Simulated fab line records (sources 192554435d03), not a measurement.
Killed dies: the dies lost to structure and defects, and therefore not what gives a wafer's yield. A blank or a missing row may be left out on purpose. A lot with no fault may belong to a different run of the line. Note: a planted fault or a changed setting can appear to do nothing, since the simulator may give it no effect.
The tool behind it: which one? + flow n5Finfet + 10 lots, 30 wafers sampled, at 2 steps of a route of 1938

## WHAT THE GAUGES SHOWED, per wafer
N5_HKMG_FIN_INSPECT_61: inspects for defects (macro).
| lot  | measured    | on               | rawDefectCount |
|------|-------------|------------------|----------------|
| L076 | day 4 14:47 | defectInspect-02 | 3 2 4          |
| L077 | day 5 01:39 | defectInspect-02 | 2 3 1          |
| L079 | day 5 14:18 | defectInspect-01 | 1 1 3          |
| L082 | day 6 02:55 | defectInspect-02 | 1 1 0          |
| L085 | day 6 20:01 | defectInspect-02 | 3 1 2          |
| L087 | day 7 06:20 | defectInspect-02 | 1 2 3          |
| L089 | day 8 00:22 | defectInspect-01 | 1 0 6          |
| L091 | day 8 05:01 | defectInspect-01 | 5 0 2          |
| L094 | day 9 01:46 | defectInspect-02 | 3 2 8          |
| L096 | day 9 13:38 | defectInspect-01 | 1 1 2          |

## WHICH TOOL RAN EACH LOT (tool, then ch and the chambers of the sampled wafers, then the start)
| lot  | N5_DUMMY_REMOVAL_HM_STRIP_01     |
|------|----------------------------------|
| L076 | rieDiel-06 ch 1,2,3, day 4 13:01 |
| L077 | rieDiel-02 ch 0,1, day 5 00:13   |
| L079 | rieDiel-04 ch 1,2, day 5 12:12   |
| L082 | rieDiel-02 ch 0,1,2, day 6 01:21 |
| L085 | rieDiel-02 ch 0,3, day 6 18:35   |
| L087 | rieDiel-06 ch 0,1,2, day 7 04:42 |
| L089 | rieDiel-04 ch 0,1, day 7 22:49   |
| L091 | rieDiel-04 ch 1,2, day 8 03:19   |
| L094 | rieDiel-04 ch 0,1,3, day 9 00:20 |
| L096 | rieDiel-04 ch 0,1,3, day 9 12:04 |
- N5_DUMMY_REMOVAL_HM_STRIP_01: strips SiNx in CH3F/O2, stops on poly-Si, target depth 4 nm, time 6.8 s.

## THE ANSWER, worked out from the rows above alone
Rule: the lots themselves supply what counts as usual. Put in order of their means at a reading, lots are off if they are a third of the lots or fewer, leave a main group of 4 or more, and stand apart from it by a gap of 3 or more times the standard deviation of the main group's means; of several such gaps the widest counts. A main group whose means are all the same, to the digits that the tables above print for the reading, isn't used. A lot without any number at a reading at which 4 lots or more have one is off too. Where the step has rows for the other lots, those lots are counted as sound.
No lot is off on any of the readings shown, so nothing can be concluded from this.

## WHAT THE SIMULATOR HAD INSERTED
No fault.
